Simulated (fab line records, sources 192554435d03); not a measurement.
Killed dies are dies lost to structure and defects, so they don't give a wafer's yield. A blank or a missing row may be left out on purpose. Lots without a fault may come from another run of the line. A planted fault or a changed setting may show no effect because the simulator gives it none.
fab line records | flow n5_finfet
record lots=7 wafers=21
route steps=1938 shown BEOL_M6@1221 BEOL_M7@1293 BEOL_M8@1342 BEOL_M9@1404
start_h: hours from the record's first day to the start of the lot's first wafer shown | wait_h: hours since the lot's step before | " the same as in the row above | L1.1+2: a row that stands for several wafers | - no value, or no start given | * or withheld: withheld | < > ~ a bound
route shown NAME@n: a module of which the file shows steps, and the number in the route of the first | usual: mean/standard deviation of fault-free wafers | same: alike in all rows | chamber/n: place in a boat | sites: the reading at each site | _std_site: their standard deviation | _edge_site: outer sites' mean less inner sites' | radius_mm: how far each site lies from the wafer's centre | mask NAME#n: copy n | behind: the tool/chamber that last shaped the wafer | hold: why the lot was held/for how many hours/how that ended | device: the transistor (n, p or np) that didn't switch | end of line: the same wafers' tests at the end of the route | a step without rows: its recipe alone | killed: dies lost to structure and defects at the first sort, not the wafer's yield | map: a wafer's dies, x killed, . not, _ none there
set.NAME: the setting as run; set.NAME@STEP: as run at that earlier step | model.NAME: the simulator's own value behind a step, which no gauge read
lots whose settings were changed on purpose; a table a step, a row a wafer
## steps
# step N5_BEOL_M6_COAT_22
# recipe resist=CAR-EUV spin_rpm=1500 resist_thk_nm=30
# columns lot.wafer tool chamber start_h wait_h set.spin_rpm model.CAR-EUV_of_BEOL_M6_COAT_22.thk_nm
L076.1 litho_track-02 0 - - 1430 30.8
L076.3+5 " 0 " " 1500 29.8
L088.2+4 litho_track-02 0 - - 1500 30
L088.3 " 0 " " 1447 30.6
L089.2+3+4 litho_track-04 0 - - 1500 30
L091.1+6 litho_track-02 0 - - 1500 29.8
L091.4 " 0 " " 1500 30
L092.1 litho_track-01 0 - - 1561 29.4
L092.3 " 0 " " 1500 29.8
L092.6 " 0 " " 1500 30
L095.1 litho_track-01 0 - - 1410 31
L095.4 " 0 " " 1500 30
L095.6 " 0 " " 1410 30.8
L096.1+3 litho_track-02 0 - - 1415 31
L096.4 " 0 " " 1500 30.2
# step N5_BEOL_M6_EBR_24
# recipe solvent=PGMEA ebr_width_mm=1.5
# step N5_BEOL_M6_SOFTBAKE_23
# recipe temp_c=110 time_s=60 resist=CAR-EUV
# step N5_BEOL_M6_EXPOSE_25
# recipe mask_id=V5 na=0.33 source_shape=annular sigma_inner=0.4 sigma_outer=0.8 polarization=unpolarized target_cd_nm=40 dose_mj=45
# step N5_BEOL_M6_PEB_26
# recipe peb_temp_c=100 peb_time_s=60 resist=CAR-EUV
# step N5_BEOL_M6_DEVELOP_27
# recipe develop_time_s=30 developer=TMAH resist=CAR-EUV rinse_liquid=surfactant_rinse dry=air_spin dev_temp_c=23
# columns lot.wafer tool chamber start_h wait_h set.spin_rpm@BEOL_M6_COAT_22 model.CAR-EUV_of_BEOL_M6_COAT_22.thk_nm
L076.1 litho_track-04 0 - - 1430 30.2
L076.3+5 " 0 " " 1500 29.4
L088.2+4 litho_track-02 0 - - 1500 29.6
L088.3 " 0 " " 1447 30.2
L089.2+3+4 litho_track-01 0 - - 1500 29.6
L091.1+4+6 litho_track-02 0 - - 1500 29.4
L092.1 litho_track-01 0 - - 1561 28.8
L092.3 " 0 " " 1500 29.4
L092.6 " 0 " " 1500 29.6
L095.1+6 litho_track-04 0 - - 1410 30.4
L095.4 " 0 " " 1500 29.4
L096.1+3 litho_track-02 0 - - 1415 30.6
L096.4 " 0 " " 1500 29.6
# step N5_BEOL_M6_DESCUM_33
# recipe chemistry=O2 time_s=7 source_power_w=50 bias_power_w=20 pressure_mtorr=20 rf_frequency_hz=2.712e+07 temp_c=40 resist=CAR-EUV o2_flow_sccm=225
# columns lot.wafer tool chamber start_h wait_h set.time_s set.spin_rpm@BEOL_M6_COAT_22 model.CAR-EUV_of_BEOL_M6_COAT_22.thk_nm
L076.1 rie_diel-01 0 202.36 0.0 5.626 1430 27.4
L076.3 " 1 " " 7 1500 26
L076.5 " 2 " " 5.626 1500 26.6
L088.2+4 rie_diel-06 3,0 278.73 0.0 5.908 1500 26.6
L088.3 " 2 " " 5.908 1447 27.2
L089.2+4 rie_diel-02 1,3 280.17 0.0 7 1500 26.2
L089.3 " 0 " " 7 1500 26
L091.1+4+6 rie_diel-02 3,2,2 300.54 0.0 7 1500 26
L092.1 rie_diel-01 3 307.87 0.0 7 1561 25.4
L092.3+6 " 1,0 " " 7 1500 26
L095.1 rie_diel-06 2 338.48 0.0 7 1410 27
L095.4 " 2 " " 7 1500 26
L095.6 " 1 " " 7 1410 26.8
L096.1 rie_diel-01 1 341.52 0.0 7 1415 27
L096.3 " 2 " " 6.597 1415 27.2
L096.4 " 3 " " 6.597 1500 26.4
# step N5_BEOL_M7_EXPOSE_25
# recipe mask_id=V6 na=0.33 source_shape=annular sigma_inner=0.4 sigma_outer=0.8 polarization=unpolarized target_cd_nm=40 dose_mj=42.5
# columns lot.wafer tool chamber start_h wait_h mask set.dose_mj
L076.1+3+5 euv_scanner-01 0 209.94 - V6#0 42.5
L088.2+3 euv_scanner-02 0 286.18 - V6#0 40.7
L088.4 " 0 " " V6#0 42.5
L089.2+3+4 euv_scanner-02 0 292.39 - V6#0 42.5
L091.1+4+6 euv_scanner-01 0 306.41 - V6#0 42.5
L092.1+6 euv_scanner-02 0 318.64 - V6#0 41.15
L092.3 " 0 " " V6#0 42.5
L095.1+4+6 euv_scanner-01 0 346.70 - V6#0 42.5
L096.1+4 euv_scanner-02 0 348.86 - V6#0 40.36
L096.3 " 0 " " V6#0 42.5
# step N5_BEOL_M7_PEB_26
# recipe peb_temp_c=100 peb_time_s=60 resist=CAR-EUV
# step N5_BEOL_M7_DEVELOP_27
# recipe develop_time_s=30 developer=TMAH resist=CAR-EUV rinse_liquid=surfactant_rinse dry=air_spin dev_temp_c=23
# step N5_BEOL_M7_CD_MEAS_28
# recipe target_cd_nm=40 landing_energy_ev=500 detector=se_inlens
# usual cd_nm=40.03/0.24
# columns lot.wafer tool chamber start_h wait_h set.dose_mj@BEOL_M7_EXPOSE_25 cd_nm
L076.1 cd_sem-01 0 210.07 - 42.5 40.03
L076.3 " 0 " " 42.5 39.90
L076.5 " 0 " " 42.5 40.21
L088.2 cd_sem-01 0 286.31 - 40.7 39.10
L088.3 " 0 " " 40.7 38.85
L088.4 " 0 " " 42.5 40.21
L089.2 cd_sem-03 0 292.52 - 42.5 39.82
L089.3 " 0 " " 42.5 39.96
L089.4 " 0 " " 42.5 39.44
L091.1 cd_sem-01 0 306.54 - 42.5 39.87
L091.4 " 0 " " 42.5 40.26
L091.6 " 0 " " 42.5 40.53
L092.1 cd_sem-01 0 318.78 - 41.15 39.37
L092.3 " 0 " " 42.5 39.69
L092.6 " 0 " " 41.15 39.26
L095.1 cd_sem-01 0 346.83 - 42.5 39.82
L095.4 " 0 " " 42.5 40.05
L095.6 " 0 " " 42.5 39.76
L096.1 cd_sem-02 0 348.99 - 40.36 38.66
L096.3 " 0 " " 42.5 40.07
L096.4 " 0 " " 40.36 39.08
# step N5_BEOL_M7_DESCUM_33
# recipe chemistry=O2 time_s=7 source_power_w=50 bias_power_w=20 pressure_mtorr=20 rf_frequency_hz=2.712e+07 temp_c=40 resist=CAR-EUV o2_flow_sccm=225
# columns lot.wafer tool chamber start_h wait_h set.dose_mj@BEOL_M7_EXPOSE_25 model.BEOL_M7.cd_nm
L076.1 rie_diel-03 3 210.20 0.0 42.5 40
L076.3+5 " 2,3 " " 42.5 40.2
L088.2+3 rie_diel-03 1,3 286.65 0.2 40.7 39.2
L088.4 " 0 " " 42.5 40
L089.2+3 rie_diel-05 0,1 293.12 0.5 42.5 40
L089.4 " 2 " " 42.5 39.8
L091.1 rie_diel-03 1 306.67 0.0 42.5 39.8
L091.4+6 " 3,2 " " 42.5 40.2
L092.1+6 rie_diel-04 2,0 318.90 0.0 41.15 39.4
L092.3 " 1 " " 42.5 40
L095.1+4+6 rie_diel-05 2,0,2 346.99 0.1 42.5 39.8
L096.1+4 rie_diel-03 0,1 349.13 0.0 40.36 39
L096.3 " 2 " " 42.5 40.2
# step N5_BEOL_M7_ETCH_72
# recipe chemistry=N2/H2 target=underlayer target_depth_a=65 mask_material=CAR-EUV time_s=5.2 ion_energy_ev=200 pressure_mtorr=30 source_w=840 bias_w=150 n2_flow_sccm=200 h2_flow_sccm=200 ends=cleared
# columns lot.wafer tool chamber start_h wait_h set.dose_mj@BEOL_M7_EXPOSE_25 model.BEOL_M7.cd_nm
L076.1 rie_diel-03 3 210.23 0.0 42.5 39.8
L076.3 " 2 " " 42.5 40.2
L076.5 " 3 " " 42.5 40
L088.2 rie_diel-03 1 286.68 0.0 40.7 39.4
L088.3 " 3 " " 40.7 39.2
L088.4 " 0 " " 42.5 40
L089.2+3+4 rie_diel-05 0,1,2 293.16 0.0 42.5 39.8
L091.1 rie_diel-03 1 306.70 0.0 42.5 40
L091.4+6 " 3,2 " " 42.5 40.2
L092.1 rie_diel-04 2 318.93 0.0 41.15 39.4
L092.3 " 1 " " 42.5 40.2
L092.6 " 0 " " 41.15 39.6
L095.1+4 rie_diel-05 2,0 347.02 0.0 42.5 39.8
L095.6 " 2 " " 42.5 39.6
L096.1 rie_diel-03 0 349.16 0.0 40.36 38.8
L096.3 " 2 " " 42.5 40.2
L096.4 " 1 " " 40.36 39
# step N5_BEOL_M8_EXPOSE_08
# recipe mask_id=M8 na=1.35 source_shape=dipole sigma_inner=0.817 sigma_outer=0.97 polarization=te dose_mj=68.25
# columns lot.wafer tool chamber start_h wait_h mask set.dose_mj
L076.1+3 arfi_scanner-03 0 217.10 - M8#0 68.25
L076.5 " 0 " " M8#0 65.44
L088.2+3+4 arfi_scanner-02 0 294.03 - M8#0 68.25
L089.2+3+4 arfi_scanner-03 0 298.23 - M8#0 68.25
L091.1+4+6 arfi_scanner-02 0 311.86 - M8#0 68.25
L092.1+3+6 arfi_scanner-01 0 324.77 - M8#0 68.25
L095.1 arfi_scanner-01 0 351.75 - M8#0 68.25
L095.4+6 " 0 " " M8#0 72.81
L096.1+3+4 arfi_scanner-01 0 354.52 - M8#0 68.25
# step N5_BEOL_M8_PEB_09
# recipe peb_temp_c=withheld peb_time_s=60 resist=CAR-ArF
# step N5_BEOL_M8_DEVELOP_10
# recipe develop_time_s=30 developer=TMAH resist=CAR-ArF rinse_liquid=diw dry=air_spin dev_temp_c=23
# step N5_BEOL_M8_CD_MEAS_11
# recipe target_cd_nm=38.5 landing_energy_ev=500 detector=se_inlens polarity=opening
# usual cd_nm=38.6/0.5
# columns lot.wafer tool chamber start_h wait_h set.dose_mj@BEOL_M8_EXPOSE_08 cd_nm
L076.1 cd_sem-03 0 217.23 - 68.25 38.9
L076.3 " 0 " " 68.25 39.2
L076.5 " 0 " " 65.44 37.2
L088.2 cd_sem-02 0 294.16 - 68.25 39.0
L088.3 " 0 " " 68.25 38.3
L088.4 " 0 " " 68.25 38.7
L089.2 cd_sem-02 0 298.35 - 68.25 38.5
L089.3 " 0 " " 68.25 38.5
L089.4 " 0 " " 68.25 38.5
L091.1 cd_sem-01 0 311.98 - 68.25 38.2
L091.4 " 0 " " 68.25 38.2
L091.6 " 0 " " 68.25 37.9
L092.1 cd_sem-02 0 324.89 - 68.25 38.6
L092.3 " 0 " " 68.25 38.5
L092.6 " 0 " " 68.25 38.5
L095.1 cd_sem-01 0 351.88 - 68.25 38.7
L095.4 " 0 " " 72.81 41.3
L095.6 " 0 " " 72.81 42.6
L096.1 cd_sem-03 0 354.64 - 68.25 38.9
L096.3 " 0 " " 68.25 39.2
L096.4 " 0 " " 68.25 39.1
# step N5_BEOL_M8_DESCUM_16
# recipe chemistry=O2 time_s=7.9 source_power_w=50 bias_power_w=20 pressure_mtorr=20 rf_frequency_hz=2.712e+07 temp_c=40 resist=CAR-ArF o2_flow_sccm=225
# columns lot.wafer tool chamber start_h wait_h set.time_s model.CAR-ArF_of_BEOL_M8_COAT_05.thk_nm
L076.1+3 rie_diel-02 0,2 217.81 0.5 7.9 83.6
L076.5 " 0 " " 7.9 83.4
L088.2 rie_diel-06 2 294.75 0.5 7.9 83.4
L088.3 " 0 " " 6.84 84.2
L088.4 " 1 " " 6.84 84
L089.2 rie_diel-01 1 298.56 0.2 8.435 83.4
L089.3 " 2 " " 7.9 83.2
L089.4 " 3 " " 7.9 83.6
L091.1 rie_diel-01 1 312.12 0.1 7.9 83.4
L091.4 " 2 " " 7.9 83.2
L091.6 " 0 " " 7.9 83
L092.1 rie_diel-01 3 324.99 0.0 7.9 84
L092.3 " 2 " " 7.368 84
L092.6 " 3 " " 7.9 83.6
L095.1 rie_diel-02 3 351.96 0.0 9.55 82.6
L095.4+6 " 1,3 " " 7.9 83.8
L096.1 rie_diel-01 1 354.91 0.2 6.18 84.4
L096.3 " 2 " " 6.18 84.6
L096.4 " 0 " " 7.9 83.4
# step N5_BEOL_M8_ETCH_61
# recipe chemistry=CF4 target=SiARC target_depth_a=455 mask_material=CAR-ArF time_s=75.8 ion_energy_ev=80 pressure_mtorr=40 source_w=545 bias_w=36 Ar_flow_sccm=100 cf4_flow_sccm=100 ends=cleared
# columns lot.wafer tool chamber start_h wait_h set.dose_mj@BEOL_M8_EXPOSE_08 model.BEOL_M8.cd_offset_nm
L076.1 rie_diel-02 0 217.84 0.0 68.25 0.6
L076.3 " 2 " " 68.25 1
L076.5 " 0 " " 65.44 -1.4
L088.2 rie_diel-06 2 294.79 0.0 68.25 0.2
L088.3+4 " 0,1 " " 68.25 -0.4
L089.2+3 rie_diel-01 1,2 298.60 0.0 68.25 -0.4
L089.4 " 3 " " 68.25 -0.2
L091.1 rie_diel-01 1 312.16 0.0 68.25 -0.8
L091.4 " 2 " " 68.25 -0.4
L091.6 " 0 " " 68.25 -0.6
L092.1 rie_diel-01 3 325.03 0.0 68.25 0
L092.3 " 2 " " 68.25 -0.6
L092.6 " 3 " " 68.25 -0.4
L095.1 rie_diel-02 3 352.00 0.0 68.25 0.6
L095.4 " 1 " " 72.81 3.2
L095.6 " 3 " " 72.81 4.4
L096.1 rie_diel-01 1 354.94 0.0 68.25 0
L096.3 " 2 " " 68.25 0.2
L096.4 " 0 " " 68.25 0.6
# step N5_BEOL_M8_ETCH_62
# recipe chemistry=N2/H2 target=SOC target_depth_a=1100 overetch_a=220 mask_material=SiARC temp_c=40 time_s=165 ion_energy_ev=200 pressure_mtorr=30 source_w=840 bias_w=150 n2_flow_sccm=200 h2_flow_sccm=200
# columns lot.wafer tool chamber start_h wait_h set.dose_mj@BEOL_M8_EXPOSE_08 model.BEOL_M8.cd_offset_nm
L076.1 rie_diel-02 0 217.90 0.0 68.25 0.2
L076.3 " 2 " " 68.25 0.6
L076.5 " 0 " " 65.44 -1.8
L088.2 rie_diel-06 2 294.84 0.0 68.25 0.2
L088.3+4 " 0,1 " " 68.25 -0.2
L089.2 rie_diel-01 1 298.65 0.0 68.25 -0.8
L089.3 " 2 " " 68.25 -0.2
L089.4 " 3 " " 68.25 0.2
L091.1 rie_diel-01 1 312.21 0.0 68.25 -1.2
L091.4 " 2 " " 68.25 -0.2
L091.6 " 0 " " 68.25 -0.4
L092.1 rie_diel-01 3 325.08 0.0 68.25 0.4
L092.3 " 2 " " 68.25 -0.4
L092.6 " 3 " " 68.25 0
L095.1 rie_diel-02 3 352.06 0.0 68.25 0.4
L095.4 " 1 " " 72.81 3.6
L095.6 " 3 " " 72.81 4.2
L096.1 rie_diel-01 1 355.00 0.0 68.25 -0.4
L096.3 " 2 " " 68.25 0.6
L096.4 " 0 " " 68.25 0.8
# step N5_BEOL_M8_STRIP_68
# recipe chemistry=N2/H2 temp_c=40 n2_flow_sccm=200 h2_flow_sccm=200 rf_frequency_hz=6e+07
# step N5_BEOL_M8_STRIP_67
# recipe chemistry=CF4 resist=SiARC power_w=300 bias_power_w=75 pressure_mtorr=50 cf4_flow_sccm=150 rf_frequency_hz=6e+07
# step N5_BEOL_M8_HM_OPEN_17
# recipe chemistry=Cl2/BCl3 target_depth_a=200 overetch_a=60 target=TiN mask_material=SOC ion_energy_ev=150 pressure_mtorr=10 icp_w=1000 bias_w=126 Cl2_flow_sccm=53.25 bcl3_flow_sccm=21.75 Ar_flow_sccm=25
# columns lot.wafer tool chamber start_h wait_h set.dose_mj@BEOL_M8_EXPOSE_08 model.BEOL_M8.cd_offset_nm
L076.1 rie_metal-03 1 218.09 0.0 68.25 0.4
L076.3 " 0 " " 68.25 0.8
L076.5 " 0 " " 65.44 -1.6
L088.2 rie_metal-03 1 295.03 0.0 68.25 0.2
L088.3+4 " 0,1 " " 68.25 -0.4
L089.2 rie_metal-01 1 298.84 0.0 68.25 -0.6
L089.3 " 0 " " 68.25 -0.2
L089.4 " 1 " " 68.25 0.4
L091.1 rie_metal-01 0 312.40 0.0 68.25 -1.2
L091.4 " 1 " " 68.25 0
L091.6 " 1 " " 68.25 -0.2
L092.1 rie_metal-01 0 325.27 0.0 68.25 0.4
L092.3 " 1 " " 68.25 -0.2
L092.6 " 0 " " 68.25 0
L095.1 rie_metal-03 0 352.24 0.0 68.25 0.6
L095.4 " 1 " " 72.81 3.6
L095.6 " 1 " " 72.81 4.2
L096.1 rie_metal-01 0 355.18 0.0 68.25 -0.4
L096.3+4 " 1,0 " " 68.25 0.8
# step N5_BEOL_M8_STRIP_19
# recipe chemistry=O2 power_w=400 temp_c=40 pressure_mtorr=30 rf_frequency_hz=6e+07 bias_power_w=0 overash_fraction=0.2 o2_flow_sccm=225
# step N5_BEOL_M8_CD_MEAS_18
# recipe pitch_nm=80 target_cd_nm=40
# usual cd_nm=40.1/0.58
# columns lot.wafer tool chamber start_h wait_h set.dose_mj@BEOL_M8_EXPOSE_08 cd_nm
L076.1 cd_sem-02 - 218.38 0.0 68.25 40.1
L076.3 " - " " 68.25 40.9
L076.5 " - " " 65.44 38.5
L088.2 cd_sem-02 - 295.21 0.1 68.25 40.2
L088.3 " - " " 68.25 39.6
L088.4 " - " " 68.25 39.9
L089.2 cd_sem-02 - 299.05 0.1 68.25 39.9
L089.3 " - " " 68.25 39.8
L089.4 " - " " 68.25 40.2
L091.1 cd_sem-03 - 312.58 0.0 68.25 38.3
L091.4 " - " " 68.25 40.1
L091.6 " - " " 68.25 39.7
L092.1 cd_sem-02 - 325.45 0.0 68.25 40.3
L092.3 " - " " 68.25 40.0
L092.6 " - " " 68.25 40.4
L095.1 cd_sem-01 - 352.42 0.0 68.25 40.6
L095.4 " - " " 72.81 43.6
L095.6 " - " " 72.81 44.1
L096.1 cd_sem-02 - 355.36 0.0 68.25 39.6
L096.3 " - " " 68.25 40.9
L096.4 " - " " 68.25 40.7
# step N5_BEOL_M9_PECVD_70
# recipe material=SiO2 target_thk_a=200 temp_c=400 precursor=TEOS/O2 pressure_torr=5.5 rf_w=450 teos_flow_sccm=53.8 gas=O2 flow_sccm=3000 time_s=22.7
# columns lot.wafer tool chamber start_h wait_h set.temp_c model.SiO2_of_BEOL_M9_PECVD_70.thk_nm
L076.1 pecvd-03 2 223.70 0.0 400 19.6
L076.3 " 0 " " 400 19.8
L076.5 " 0 " " 391.7 21
L088.2 pecvd-01 1 302.68 0.0 385.5 21.6
L088.3 " 2 " " 400 19.8
L088.4 " 1 " " 385.5 22
L089.2+3 pecvd-01 0,1 307.60 0.0 400 19.8
L089.4 " 0 " " 388 21.6
L091.1 pecvd-01 2 318.47 0.0 400 19.8
L091.4+6 " 0,2 " " 400 20
L092.1 pecvd-01 1 329.80 0.0 413.1 17.8
L092.3 " 0 " " 400 20.2
L092.6 " 0 " " 400 19.8
L095.1 pecvd-04 1 356.74 0.0 400 20
L095.4 " 0 " " 400 20.6
L095.6 " 1 " " 410.8 18.8
L096.1 pecvd-04 1 361.57 0.0 383.8 21.8
L096.3 " 0 " " 383.8 22
L096.4 " 1 " " 400 20
## key
split step=N5_BEOL_M6_COAT_22 setting=spin_rpm stated=1500 by=wafer
response step=N5_BEOL_M6_COAT_22 reading=model.CAR-EUV_of_BEOL_M6_COAT_22.thk_nm change=-0.158 per=1% r=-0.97
response step=N5_BEOL_M6_DEVELOP_27 reading=model.CAR-EUV_of_BEOL_M6_COAT_22.thk_nm change=-0.171 per=1% r=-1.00
response step=N5_BEOL_M6_DESCUM_33 reading=model.CAR-EUV_of_BEOL_M6_COAT_22.thk_nm slope=-0.152 per=1% together_with=time_s@BEOL_M6_DESCUM_33 explained=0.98
split step=N5_BEOL_M6_DESCUM_33 setting=time_s stated=7 by=wafer
response step=N5_BEOL_M6_DESCUM_33 reading=model.CAR-EUV_of_BEOL_M6_COAT_22.thk_nm slope=-0.0334 per=1% together_with=spin_rpm@BEOL_M6_COAT_22 explained=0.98
split step=N5_BEOL_M7_EXPOSE_25 setting=dose_mj stated=42.5 by=wafer
response step=N5_BEOL_M7_CD_MEAS_28 reading=cd_nm change=+0.233 per=1% r=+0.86
response step=N5_BEOL_M7_DESCUM_33 reading=model.BEOL_M7.cd_nm change=+0.212 per=1% r=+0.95
response step=N5_BEOL_M7_ETCH_72 reading=model.BEOL_M7.cd_nm change=+0.22 per=1% r=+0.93
split step=N5_BEOL_M8_EXPOSE_08 setting=dose_mj stated=68.25 by=wafer
response step=N5_BEOL_M8_CD_MEAS_11 reading=cd_nm change=+0.474 per=1% r=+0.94
response step=N5_BEOL_M8_ETCH_61 reading=model.BEOL_M8.cd_offset_nm change=+0.494 per=1% r=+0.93
response step=N5_BEOL_M8_ETCH_62 reading=model.BEOL_M8.cd_offset_nm change=+0.527 per=1% r=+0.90
response step=N5_BEOL_M8_HM_OPEN_17 reading=model.BEOL_M8.cd_offset_nm change=+0.505 per=1% r=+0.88
response step=N5_BEOL_M8_CD_MEAS_18 reading=cd_nm change=+0.488 per=1% r=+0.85
split step=N5_BEOL_M8_DESCUM_16 setting=time_s stated=7.9 by=wafer
response step=N5_BEOL_M8_DESCUM_16 reading=model.CAR-ArF_of_BEOL_M8_COAT_05.thk_nm change=-0.0506 per=1% r=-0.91
split step=N5_BEOL_M9_PECVD_70 setting=temp_c stated=400 by=wafer
response step=N5_BEOL_M9_PECVD_70 reading=model.SiO2_of_BEOL_M9_PECVD_70.thk_nm change=-0.564 per=1% r=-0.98
